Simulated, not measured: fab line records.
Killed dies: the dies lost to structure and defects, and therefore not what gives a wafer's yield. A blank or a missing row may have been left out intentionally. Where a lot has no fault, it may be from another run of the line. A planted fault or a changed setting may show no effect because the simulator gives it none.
Chamber matching ; flow nand-harc ; NHARC_A_STAIRCASE_DEP_417 on pecvd-03: 3 sister chambers
The step deposits Si3N4, target thk 60 nm. 6 wafers are shown with their chamber, then 8 later ones without.

== WAFERS PAIRED WITH THEIR CHAMBERS ==
wafer;chamber;heater-power-w (W)
L080.5;1;787
L082.1;2;672
L083.1;1;789
L083.2;0;777
L083.6;0;775
L088.1;2;703

== WAFERS MISSING THEIR CHAMBER ==
wafer;heater-power-w (W)
L088.3;756
L088.6;735
L087.1;731
L087.5;735
L087.6;746
L093.2;628
L093.4;638
L093.5;618

== THE CHAMBER EACH PASSED THROUGH ==
wafer;from the rows above;in truth
L088.3;can't be placed: 0 or 1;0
L088.6;can't be placed: 0 or 2 or 1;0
L087.1;can't be placed: 2 or 0 or 1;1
L087.5;can't be placed: 0 or 2 or 1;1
L087.6;can't be placed: 0 or 1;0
L093.2;2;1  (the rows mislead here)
L093.4;2;2
L093.5;2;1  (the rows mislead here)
Correct placement for 1 of the 8. Not placeable from these rows: 5 (in 5, the candidates include the true chamber). 2 placed wrongly.
How it was worked out, from the rows above alone: a wafer's distance from a chamber is the root of the sum, over the readings, of the square of ((its reading less the chamber's mean) divided by the reading's scatter). The wafer belongs to the nearest chamber; if the next one is less than 2 further off, it can't be placed. The mean given for a chamber averages the wafers shown for that chamber. The scatter: take each reading less its chamber's mean, square it, sum over the shown wafers, divide by the number of wafers less the number of chambers, and take the root.
